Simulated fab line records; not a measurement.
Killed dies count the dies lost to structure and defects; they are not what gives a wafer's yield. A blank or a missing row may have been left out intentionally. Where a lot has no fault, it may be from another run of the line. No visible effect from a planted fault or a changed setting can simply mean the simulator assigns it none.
Which tool is to blame? :: flow nand_harc :: Sampling: 13 lots, 39 wafers, 5 of 1302 route steps

WHAT THE GAUGES READ, wafer by wafer
NHARC_P_GATE_INSPECT_28. Usual: raw_defect_count reads 6 (standard deviation 3).
lot: L142
measured: day 4 23:03
on: defect_inspect-02
raw_defect_count: 8 6 5
flag: 

lot: L143
measured: day 5 11:02
on: defect_inspect-02
raw_defect_count: 5 6 6
flag: 

lot: L146
measured: day 6 13:16
on: defect_inspect-02
raw_defect_count: 6 5 6
flag: 

lot: L145
measured: day 6 13:56
on: defect_inspect-02
raw_defect_count: 4 11 8
flag: 

lot: L147
measured: day 7 03:40
on: defect_inspect-02
raw_defect_count: 7 5 5
flag: 

lot: L148
measured: day 7 10:19
on: defect_inspect-02
raw_defect_count: 6 11 2
flag: 

lot: L149
measured: day 7 20:33
on: defect_inspect-02
raw_defect_count: 7 6 6
flag: 

lot: L151
measured: day 8 11:55
on: defect_inspect-01
raw_defect_count: 3 3 7
flag: 

lot: L150
measured: day 8 12:04
on: defect_inspect-01
raw_defect_count: 4 1 1
flag: 

lot: L152
measured: day 9 00:10
on: defect_inspect-01
raw_defect_count: 4 3 8
flag: 

lot: L153
measured: day 9 12:36
on: defect_inspect-01
raw_defect_count: 6 7 4
flag: 

lot: L156
measured: day 11 03:57
on: defect_inspect-02
raw_defect_count: 7 7 2
flag: 

lot: L165
measured: day 14 14:57
on: defect_inspect-01
raw_defect_count: 2 4 4
flag: 

NHARC_P_GATE_CD_MEAS_59: the cd target is 720 nm. Usual: cd_nm reads 720.5 nm (standard deviation 1.5).
lot: L142
measured: day 5 13:07
on: cd_sem-01
cd_nm (nm): 719.2 719.7 720.7
flag: 

lot: L143
measured: day 6 00:49
on: cd_sem-01
cd_nm (nm): 719.4 719.9 720.0
flag: 

lot: L146
measured: day 7 02:51
on: cd_sem-01
cd_nm (nm): 719.5 719.8 717.9
flag: 

lot: L145
measured: day 7 03:22
on: cd_sem-01
cd_nm (nm): 718.9 717.4 719.2
flag: 

lot: L147
measured: day 7 19:12
on: cd_sem-03
cd_nm (nm): 720.8 720.3 719.1
flag: 

lot: L148
measured: day 7 23:53
on: cd_sem-03
cd_nm (nm): 723.6 722.8 721.7
flag: 

lot: L149
measured: day 8 09:59
on: cd_sem-02
cd_nm (nm): 720.1 722.3 721.9
flag: 

lot: L151
measured: day 9 01:19
on: cd_sem-03
cd_nm (nm): 719.3 718.8 718.4
flag: 

lot: L150
measured: day 9 01:44
on: cd_sem-02
cd_nm (nm): 720.8 721.9 722.2
flag: 

lot: L152
measured: day 9 13:46
on: cd_sem-02
cd_nm (nm): 720.6 722.0 719.1
flag: 

lot: L153
measured: day 10 02:07
on: cd_sem-03
cd_nm (nm): 717.7 717.4 718.0
flag: 

lot: L156
measured: day 11 17:33
on: cd_sem-02
cd_nm (nm): - - -
flag: OFF

lot: L165
measured: day 15 04:44
on: cd_sem-02
cd_nm (nm): 721.2 719.7 722.5
flag: 

TOOL THAT RAN EACH LOT (tool first, then ch and the chambers of the sampled wafers, then the start)
lot: L142
NHARC_P_GATE_HM_OPEN_105: rie_diel-03 ch 1,2, day 5 00:17 or earlier
NHARC_P_GATE_STRIP_108: rie_diel-03 ch 0,1, day 5 00:17
NHARC_P_GATE_EXPOSE_56: krf_scanner-02 ch 0, day 5 12:58

lot: L143
NHARC_P_GATE_HM_OPEN_105: rie_diel-12 ch 0,2, day 5 11:48 or earlier
NHARC_P_GATE_STRIP_108: rie_diel-12 ch 2,3, day 5 11:48
NHARC_P_GATE_EXPOSE_56: krf_scanner-03 ch 0, day 6 00:40

lot: L146
NHARC_P_GATE_HM_OPEN_105: rie_diel-12 ch 1,2,3, day 6 13:59 or earlier
NHARC_P_GATE_STRIP_108: rie_diel-12 ch 0,1,3, day 6 13:59
NHARC_P_GATE_EXPOSE_56: krf_scanner-04 ch 0, day 7 02:43

lot: L145
NHARC_P_GATE_HM_OPEN_105: rie_diel-03 ch 0,1,2, day 6 14:37 or earlier
NHARC_P_GATE_STRIP_108: rie_diel-12 ch 0,1,2, day 6 14:37
NHARC_P_GATE_EXPOSE_56: krf_scanner-04 ch 0, day 7 03:13

lot: L147
NHARC_P_GATE_HM_OPEN_105: rie_diel-07 ch 0,2,3, day 7 04:20 or earlier
NHARC_P_GATE_STRIP_108: rie_diel-07 ch 1,2,3, day 7 04:20
NHARC_P_GATE_EXPOSE_56: krf_scanner-02 ch 0, day 7 19:03

lot: L148
NHARC_P_GATE_HM_OPEN_105: rie_diel-07 ch 1,2,3, day 7 11:02 or earlier
NHARC_P_GATE_STRIP_108: rie_diel-12 ch 1,2,3, day 7 11:02
NHARC_P_GATE_EXPOSE_56: krf_scanner-04 ch 0, day 7 23:44

lot: L149
NHARC_P_GATE_HM_OPEN_105: rie_diel-07 ch 1,2,3, day 7 21:15 or earlier
NHARC_P_GATE_STRIP_108: rie_diel-07 ch 1,3, day 7 21:15
NHARC_P_GATE_EXPOSE_56: krf_scanner-04 ch 0, day 8 09:50

lot: L151
NHARC_P_GATE_HM_OPEN_105: rie_diel-03 ch 0,1,3, day 8 12:37 or earlier
NHARC_P_GATE_STRIP_108: rie_diel-12 ch 1,2, day 8 12:37
NHARC_P_GATE_EXPOSE_56: krf_scanner-03 ch 0, day 9 01:10

lot: L150
NHARC_P_GATE_HM_OPEN_105: rie_diel-07 ch 1,2,3, day 8 12:46 or earlier
NHARC_P_GATE_STRIP_108: rie_diel-07 ch 0,1,2, day 8 12:46
NHARC_P_GATE_EXPOSE_56: krf_scanner-04 ch 0, day 9 01:35

lot: L152
NHARC_P_GATE_HM_OPEN_105: rie_diel-07 ch 0,1,3, day 9 00:53 or earlier
NHARC_P_GATE_STRIP_108: rie_diel-03 ch 0,2,3, day 9 00:53
NHARC_P_GATE_EXPOSE_56: krf_scanner-03 ch 0, day 9 13:37

lot: L153
NHARC_P_GATE_HM_OPEN_105: rie_diel-07 ch 0,1,3, day 9 13:17 or earlier
NHARC_P_GATE_STRIP_108: rie_diel-12 ch 0,2, day 9 13:17
NHARC_P_GATE_EXPOSE_56: krf_scanner-03 ch 0, day 10 01:58

lot: L156
NHARC_P_GATE_HM_OPEN_105: rie_diel-07 ch 0,1,2, day 11 04:40 or earlier
NHARC_P_GATE_STRIP_108: rie_diel-03 ch 0,1,3, day 11 04:40
NHARC_P_GATE_EXPOSE_56: krf_scanner-03 ch 0, day 11 17:23

lot: L165
NHARC_P_GATE_HM_OPEN_105: rie_diel-03 ch 1,2, day 14 15:44 or earlier
NHARC_P_GATE_STRIP_108: rie_diel-12 ch 0,1,2, day 14 15:44
NHARC_P_GATE_EXPOSE_56: krf_scanner-03 ch 0, day 15 04:35
- NHARC_P_GATE_HM_OPEN_105: chemistry O2/COS, target depth 360 nm.
- NHARC_P_GATE_STRIP_108: strips in O2.
- NHARC_P_GATE_EXPOSE_56: exposes mask P PSD, target cd 720 nm.

AS READ BY THE TOOLS THEMSELVES (means over the sampled wafers that have a number; for cases with no such wafer, the mark the record gives instead)
NHARC_P_GATE_HM_OPEN_105. Usual: drypump_motor_current_A 6.0 A, standard deviation 0.5; o2_flow_sccm 399.9 sccm, standard deviation 1.3; oes_product_au 1.000 a.u., standard deviation 0.0071; rf_vpp_V 467.7 V, standard deviation 2.5; showerhead_plenum_p_Torr 3.15 Torr, standard deviation 0.11; throttle_valve_pct 28.330 %, standard deviation 0.0086.
lot: L142
tool: rie_diel-03
drypump_motor_current_A (A): 6.4
o2_flow_sccm (sccm): 399.6
oes_product_au (a.u.): 1.007
rf_vpp_V (V): 466.6
showerhead_plenum_p_Torr (Torr): 3.07
throttle_valve_pct (%): 28.329
flag: 

lot: L143
tool: rie_diel-12
drypump_motor_current_A (A): 5.9
o2_flow_sccm (sccm): 399.6
oes_product_au (a.u.): 1.012
rf_vpp_V (V): 469.9
showerhead_plenum_p_Torr (Torr): 3.23
throttle_valve_pct (%): 28.335
flag: 

lot: L146
tool: rie_diel-12
drypump_motor_current_A (A): 6.2
o2_flow_sccm (sccm): 399.9
oes_product_au (a.u.): 0.994
rf_vpp_V (V): 469.2
showerhead_plenum_p_Torr (Torr): 3.20
throttle_valve_pct (%): 28.333
flag: 

lot: L145
tool: rie_diel-03
drypump_motor_current_A (A): 6.1
o2_flow_sccm (sccm): 400.5
oes_product_au (a.u.): 1.001
rf_vpp_V (V): 466.4
showerhead_plenum_p_Torr (Torr): 3.06
throttle_valve_pct (%): 28.323
flag: 

lot: L147
tool: rie_diel-07
drypump_motor_current_A (A): 6.0
o2_flow_sccm (sccm): 399.2
oes_product_au (a.u.): 0.994
rf_vpp_V (V): 469.4
showerhead_plenum_p_Torr (Torr): 3.21
throttle_valve_pct (%): 28.333
flag: 

lot: L148
tool: rie_diel-07
drypump_motor_current_A (A): 6.0
o2_flow_sccm (sccm): 399.7
oes_product_au (a.u.): 1.003
rf_vpp_V (V): 469.7
showerhead_plenum_p_Torr (Torr): 3.22
throttle_valve_pct (%): 28.333
flag: 

lot: L149
tool: rie_diel-07
drypump_motor_current_A (A): 6.0
o2_flow_sccm (sccm): 400.3
oes_product_au (a.u.): 1.002
rf_vpp_V (V): 469.7
showerhead_plenum_p_Torr (Torr): 3.22
throttle_valve_pct (%): 28.332
flag: 

lot: L151
tool: rie_diel-03
drypump_motor_current_A (A): 6.2
o2_flow_sccm (sccm): 398.9
oes_product_au (a.u.): 1.009
rf_vpp_V (V): 466.2
showerhead_plenum_p_Torr (Torr): 3.05
throttle_valve_pct (%): 28.327
flag: 

lot: L150
tool: rie_diel-07
drypump_motor_current_A (A): 6.0
o2_flow_sccm (sccm): 400.3
oes_product_au (a.u.): 0.998
rf_vpp_V (V): 469.2
showerhead_plenum_p_Torr (Torr): 3.22
throttle_valve_pct (%): 28.330
flag: 

lot: L152
tool: rie_diel-07
drypump_motor_current_A (A): 6.3
o2_flow_sccm (sccm): 401.4
oes_product_au (a.u.): 0.996
rf_vpp_V (V): 469.1
showerhead_plenum_p_Torr (Torr): 3.25
throttle_valve_pct (%): 28.320
flag: 

lot: L153
tool: rie_diel-07
drypump_motor_current_A (A): 6.3
o2_flow_sccm (sccm): 398.9
oes_product_au (a.u.): 1.008
rf_vpp_V (V): 469.9
showerhead_plenum_p_Torr (Torr): 3.25
throttle_valve_pct (%): 28.333
flag: 

lot: L156
tool: rie_diel-07
drypump_motor_current_A (A): 6.2
o2_flow_sccm (sccm): 399.3
oes_product_au (a.u.): 1.003
rf_vpp_V (V): 469.8
showerhead_plenum_p_Torr (Torr): 3.26
throttle_valve_pct (%): 28.330
flag: 

lot: L165
tool: rie_diel-03
drypump_motor_current_A (A): 6.0
o2_flow_sccm (sccm): 398.8
oes_product_au (a.u.): 1.002
rf_vpp_V (V): 464.4
showerhead_plenum_p_Torr (Torr): 3.01
throttle_valve_pct (%): 28.337
flag: 

NHARC_P_GATE_STRIP_108. Usual: drypump_motor_current_A 6.0 A, standard deviation 0.56; o2_flow_sccm 500.0 sccm, standard deviation 1.4; oes_product_au 1.001 a.u., standard deviation 0.0064; rf_vpp_V 57.8 V, standard deviation 0.91; showerhead_plenum_p_Torr 3.56 Torr, standard deviation 0.12; throttle_valve_pct 17.038 %, standard deviation 0.0099.
lot: L142
tool: rie_diel-03
drypump_motor_current_A (A): 6.5
o2_flow_sccm (sccm): 499.8
oes_product_au (a.u.): 0.998
rf_vpp_V (V): 58.3
showerhead_plenum_p_Torr (Torr): 3.52
throttle_valve_pct (%): 17.040
flag: 

lot: L143
tool: rie_diel-12
drypump_motor_current_A (A): 6.3
o2_flow_sccm (sccm): 500.5
oes_product_au (a.u.): 1.008
rf_vpp_V (V): 57.9
showerhead_plenum_p_Torr (Torr): 3.66
throttle_valve_pct (%): 17.036
flag: 

lot: L146
tool: rie_diel-12
drypump_motor_current_A (A): 5.6
o2_flow_sccm (sccm): 498.3
oes_product_au (a.u.): 1.003
rf_vpp_V (V): 57.6
showerhead_plenum_p_Torr (Torr): 3.54
throttle_valve_pct (%): 17.039
flag: 

lot: L145
tool: rie_diel-12
drypump_motor_current_A (A): 5.8
o2_flow_sccm (sccm): 499.9
oes_product_au (a.u.): 1.013
rf_vpp_V (V): 57.7
showerhead_plenum_p_Torr (Torr): 3.61
throttle_valve_pct (%): 17.040
flag: 

lot: L147
tool: rie_diel-07
drypump_motor_current_A (A): 6.0
o2_flow_sccm (sccm): 499.6
oes_product_au (a.u.): 1.005
rf_vpp_V (V): 57.5
showerhead_plenum_p_Torr (Torr): 3.64
throttle_valve_pct (%): 17.036
flag: 

lot: L148
tool: rie_diel-12
drypump_motor_current_A (A): 6.2
o2_flow_sccm (sccm): 500.8
oes_product_au (a.u.): 0.995
rf_vpp_V (V): 59.2
showerhead_plenum_p_Torr (Torr): 3.62
throttle_valve_pct (%): 17.042
flag: 

lot: L149
tool: rie_diel-07
drypump_motor_current_A (A): 6.3
o2_flow_sccm (sccm): 498.9
oes_product_au (a.u.): 0.999
rf_vpp_V (V): 58.6
showerhead_plenum_p_Torr (Torr): 3.68
throttle_valve_pct (%): 17.039
flag: 

lot: L151
tool: rie_diel-12
drypump_motor_current_A (A): 6.4
o2_flow_sccm (sccm): 499.8
oes_product_au (a.u.): 0.999
rf_vpp_V (V): 57.9
showerhead_plenum_p_Torr (Torr): 3.69
throttle_valve_pct (%): 17.039
flag: 

lot: L150
tool: rie_diel-07
drypump_motor_current_A (A): 6.2
o2_flow_sccm (sccm): 499.8
oes_product_au (a.u.): 1.009
rf_vpp_V (V): 59.2
showerhead_plenum_p_Torr (Torr): 3.68
throttle_valve_pct (%): 17.029
flag: 

lot: L152
tool: rie_diel-03
drypump_motor_current_A (A): 5.9
o2_flow_sccm (sccm): 499.8
oes_product_au (a.u.): 0.999
rf_vpp_V (V): 57.5
showerhead_plenum_p_Torr (Torr): 3.39
throttle_valve_pct (%): 17.040
flag: 

lot: L153
tool: rie_diel-12
drypump_motor_current_A (A): 5.3
o2_flow_sccm (sccm): 499.8
oes_product_au (a.u.): 1.003
rf_vpp_V (V): 57.2
showerhead_plenum_p_Torr (Torr): 3.58
throttle_valve_pct (%): 17.047
flag: 

lot: L156
tool: rie_diel-03
drypump_motor_current_A (A): 6.3
o2_flow_sccm (sccm): 501.8
oes_product_au (a.u.): 0.999
rf_vpp_V (V): 57.2
showerhead_plenum_p_Torr (Torr): 3.45
throttle_valve_pct (%): 17.043
flag: 

lot: L165
tool: rie_diel-12
drypump_motor_current_A (A): 5.8
o2_flow_sccm (sccm): 499.6
oes_product_au (a.u.): 1.004
rf_vpp_V (V): 58.4
showerhead_plenum_p_Torr (Torr): 3.60
throttle_valve_pct (%): 17.042
flag: 

NHARC_P_GATE_EXPOSE_56. Usual: exposure_dose_mJ_cm2 reads 14.812 (standard deviation 0.015).
lot: L142
tool: krf_scanner-02
exposure_dose_mJ_cm2: 14.808
flag: 

lot: L143
tool: krf_scanner-03
exposure_dose_mJ_cm2: 14.824
flag: 

lot: L146
tool: krf_scanner-04
exposure_dose_mJ_cm2: 14.797
flag: 

lot: L145
tool: krf_scanner-04
exposure_dose_mJ_cm2: 14.810
flag: 

lot: L147
tool: krf_scanner-02
exposure_dose_mJ_cm2: 14.816
flag: 

lot: L148
tool: krf_scanner-04
exposure_dose_mJ_cm2: 14.823
flag: 

lot: L149
tool: krf_scanner-04
exposure_dose_mJ_cm2: 14.822
flag: 

lot: L151
tool: krf_scanner-03
exposure_dose_mJ_cm2: 14.795
flag: 

lot: L150
tool: krf_scanner-04
exposure_dose_mJ_cm2: 14.812
flag: 

lot: L152
tool: krf_scanner-03
exposure_dose_mJ_cm2: 14.809
flag: 

lot: L153
tool: krf_scanner-03
exposure_dose_mJ_cm2: 14.818
flag: 

lot: L156
tool: krf_scanner-03
exposure_dose_mJ_cm2: 14.824
flag: 

lot: L165
tool: krf_scanner-03
exposure_dose_mJ_cm2: 14.832
flag: 

THE ANSWER, worked out from the rows above alone
Rule: lot off if the mean of its wafers having a number is beyond 3 standard deviations from the usual mean. Also off: a lot with no number at a reading for which 4 or more lots have one. Where the step has rows for the other lots, those lots are counted as sound. The gauges are gone through in route order, then the tools' own readings, and for those a lot's mean is taken as printed above. At the first step where some lot is off, the reading lying furthest off is the one used; lots without a number count as furthest.
Off: L156, at NHARC_P_GATE_CD_MEAS_59 (cd_nm). Without a number there: L156.
If a tool, at a process step before that reading, ran all the lots that are off and no sound lot after the first of them, it fits. Gauges at NHARC_P_GATE_CD_MEAS_59: tried the same way as those tools. Because NHARC_P_GATE_HM_OPEN_105 lacks a start for some lots, the hours and order of its lots are taken from NHARC_P_GATE_STRIP_108. This does not decide it: 2 tools fit, namely rie_diel-07 at NHARC_P_GATE_HM_OPEN_105 and rie_diel-03 at NHARC_P_GATE_STRIP_108.

WHAT WAS PUT IN BY THE SIMULATOR
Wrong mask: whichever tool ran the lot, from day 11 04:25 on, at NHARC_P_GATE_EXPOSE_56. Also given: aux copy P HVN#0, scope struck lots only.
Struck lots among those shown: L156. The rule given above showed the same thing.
